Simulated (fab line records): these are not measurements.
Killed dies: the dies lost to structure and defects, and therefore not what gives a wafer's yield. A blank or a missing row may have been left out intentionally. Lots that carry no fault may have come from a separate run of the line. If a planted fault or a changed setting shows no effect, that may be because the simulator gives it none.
A lot that was struck, set against a sound lot / flow nandHarc / 15 out of 1302 route steps
Sound: the wafers L104.3, L104.5, L104.6. Struck: wafer L997.4 (L997.2, L997.3, from the same lot, were not struck and are left out); the cause is given at the end.
Per side, at each step with rows, come the tool, then ch with its chambers, and then its first start. Under that, the readings that differ: sound wafers / struck wafers / difference of the means / sigmas: that difference in standard deviations of wafers without a fault.
alike: same words and numbers on both sides, and readings whose means sit less than 2 such deviations apart. not compared: any withheld reading, any reading some wafer has no value for, any bound like >300 that may hide the same value, and any number with overlapping values for which the record gives no deviation.
The two part at a step that has a row with sigmas, a row that says differs or no value, or rows on one side only. Numbers that don't overlap but have no deviation are shown without sigmas and don't part them. A reading missing from all wafers of one side parts the sides only when that side holds two or more wafers.

first, 8 steps without rows for these wafers: NHARC_A_CHANNEL_HOLE_D1_COAT_36 (time 75 s); NHARC_A_CHANNEL_HOLE_D1_COAT_37 (time 65 s); NHARC_A_CHANNEL_HOLE_D1_COAT_04 (resist thk 90 nm); NHARC_A_CHANNEL_HOLE_D1_SOFTBAKE_05 (time 55 s); NHARC_A_CHANNEL_HOLE_D1_EBR_06; NHARC_A_CHANNEL_HOLE_D1_EXPOSE_07 (exposes mask HOLE D1, target cd 100 nm); NHARC_A_CHANNEL_HOLE_D1_PEB_08 (peb time 65 s); NHARC_A_CHANNEL_HOLE_D1_DEVELOP_09 (develop time 35 s).
NHARC_A_CHANNEL_HOLE_D1_CD_MEAS_10 targets a cd of 100 nm.
  sound on cdSem-02 ch 0, day 15 12:35; struck on cdSem-02 ch 0, day 12 20:38
  alike: cdNm
NHARC_A_CHANNEL_HOLE_D1_OVL_MEAS_11:
  sound on overlay-02, day 15 12:40; struck on overlay-02, day 12 20:43
  alike: overlayXNm, overlayYNm
NHARC_A_CHANNEL_HOLE_D1_INSPECT_12:
  sound on defectInspect-01, day 15 12:43; struck on defectInspect-02, day 12 20:46
  alike: rawDefectCount
NHARC_A_CHANNEL_HOLE_D1_DESCUM_15: chemistry O2, time 3 s.
  sound on rieDiel-01 ch 0,2,3, day 15 12:46; struck on rieDiel-08 ch 0, day 12 20:49
reading=showerheadPlenumPTorr (Torr); sound=1.78 1.82 1.96; struck=2.03; difference=+0.18; sigmas=+2
  alike: drypumpMotorCurrentA, oesProductAu, rfVppV, throttleValvePct
  not compared: rfHoursCounterH
NHARC_A_CHANNEL_HOLE_D1_ETCH_38: etches the open film in CF4, target depth 39 nm, time 65 s.
  sound on rieDiel-01 ch 0,3, day 15 12:53; struck on rieDiel-08 ch 2, day 12 20:54
reading=runLengthS (s); sound=86.9 86.9 86.6; struck=69.8; difference=-17.0; sigmas=-35
  alike: drypumpMotorCurrentA, oesProductAu, rfVppV, showerheadPlenumPTorr, throttleValvePct
  not compared: biasW, rfHoursCounterH
NHARC_A_CHANNEL_HOLE_D1_ETCH_39: etches the open film in N2/H2, target depth 260 nm, time 325 s.
  sound on rieDiel-01 ch 0,3; struck on rieDiel-08 ch 1
  alike: biasW, drypumpMotorCurrentA, oesProductAu, rfVppV, runLengthS, showerheadPlenumPTorr, throttleValvePct
  not compared: rfHoursCounterH
-- jump in the record: it breaks off in module A_CHANNEL_HOLE_D1 and resumes in module END (first step shown: number 1302 of the route), and 16 days separate the struck wafers' starts before and after --
NHARC_END_SORT_01:
  here the record holds rows for the struck wafers (prober-02 ch 0, day 28 09:41) but none for the sound ones

== WHERE THEY PART ==
At NHARC_A_CHANNEL_HOLE_D1_DESCUM_15 first; at NHARC_END_SORT_01 last (within this record only).

WHY: what the simulator had put in
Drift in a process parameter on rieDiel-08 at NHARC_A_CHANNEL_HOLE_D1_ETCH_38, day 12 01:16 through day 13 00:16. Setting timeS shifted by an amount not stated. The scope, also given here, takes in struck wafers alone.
